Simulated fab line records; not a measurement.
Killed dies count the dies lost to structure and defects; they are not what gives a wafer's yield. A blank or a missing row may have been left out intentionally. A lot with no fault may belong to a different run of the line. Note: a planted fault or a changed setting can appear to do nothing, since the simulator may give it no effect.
Chamber matching | flow nandHarc | NHARC_A_SGD_CUT_ETCH_58 on rieDiel-09 has 4 sister chambers
The step etches the open film in CF4, target depth 39 nm, time 65 s. 20 wafers are shown with their chamber, then 10 later ones without.

## EACH WAFER AND ITS CHAMBER
wafer  | chamber | drypumpMotorCurrentA (A) | rfFwdPowerW (W) | rfVppV (V)
L077.1 | 2       | 5.83                     | 296.5           | 150.2
L077.2 | 3       | 5.55                     | 300.0           | 151.0
L077.3 | 1       | 5.73                     | 296.3           | 152.1
L077.4 | 0       | 5.40                     | 298.0           | 153.2
L077.5 | 3       | 5.55                     | 298.6           | 149.9
L077.6 | 0       | 5.37                     | 297.5           | 151.4
L079.1 | 3       | 5.54                     | 298.7           | 150.0
L079.4 | 1       | 5.73                     | 296.2           | 151.4
L079.5 | 2       | 5.80                     | 295.0           | 151.0
L078.1 | 3       | 5.52                     | 297.1           | 149.4
L078.3 | 0       | 5.37                     | 298.4           | 150.9
L078.6 | 0       | 5.38                     | 298.8           | 151.1
L078.2 | 1       | 5.74                     | 296.1           | 152.2
L078.4 | 2       | 5.81                     | 297.6           | 149.0
L078.5 | 3       | 5.51                     | 298.4           | 151.3
L081.3 | 1       | 5.71                     | 295.7           | 151.4
L081.4 | 0       | 5.38                     | 297.2           | 152.9
L081.6 | 0       | 5.38                     | 296.8           | 151.8
L082.1 | 3       | 5.56                     | 299.5           | 149.9
L082.4 | 2       | 5.80                     | 296.8           | 151.2

SIGNATURES, as means of the wafers listed above
reading              | chamber 0 | chamber 1 | chamber 2 | chamber 3 | scatter within a chamber
drypumpMotorCurrentA | 5.3800    | 5.7275    | 5.8100    | 5.5383    | 0.0149
rfFwdPowerW          | 297.783   | 296.075   | 296.475   | 298.717   | 0.851
rfVppV               | 151.883   | 151.775   | 150.350   | 150.250   | 0.823
Rule: distance of a wafer from a chamber = root of the sum over the readings of ((wafer's reading minus chamber's mean) / reading's scatter) squared. If the next closest chamber is less than 2 further off than the closest, the wafer can't be placed; otherwise it belongs to the closest. The scatter is the square root of a quotient: the sum, over the shown wafers, of each reading's squared deviation from its chamber's mean, divided by wafers minus chambers.

## WAFERS WITHOUT THEIR CHAMBER
wafer  | drypumpMotorCurrentA (A) | rfFwdPowerW (W) | rfVppV (V)
L082.5 | 5.57                     | 299.7           | 149.9
L082.2 | 5.38                     | 297.1           | 150.1
L082.3 | 5.74                     | 298.0           | 151.8
L082.6 | 5.36                     | 297.9           | 153.1
L084.1 | 5.81                     | 297.5           | 150.7
L084.2 | 5.66                     | 295.9           | 152.5
L084.5 | 5.68                     | 296.3           | 153.3
L090.2 | 5.80                     | 297.0           | 151.5
L090.3 | 5.36                     | 297.6           | 151.1
L090.6 | 5.69                     | 296.6           | 153.4

## WHICH CHAMBER EACH WENT THROUGH
wafer  | from the rows above | in truth
L082.5 | 3                   | 3
L082.2 | 0                   | 0
L082.3 | 1                   | 1
L082.6 | 0                   | 0
L084.1 | 2                   | 2
L084.2 | 1                   | 1
L084.5 | 1                   | 1
L090.2 | 2                   | 2
L090.3 | 0                   | 0
L090.6 | 1                   | 1
Placed correctly: 10 of 10. Left unplaced by these rows: 0. 0 placed wrongly.
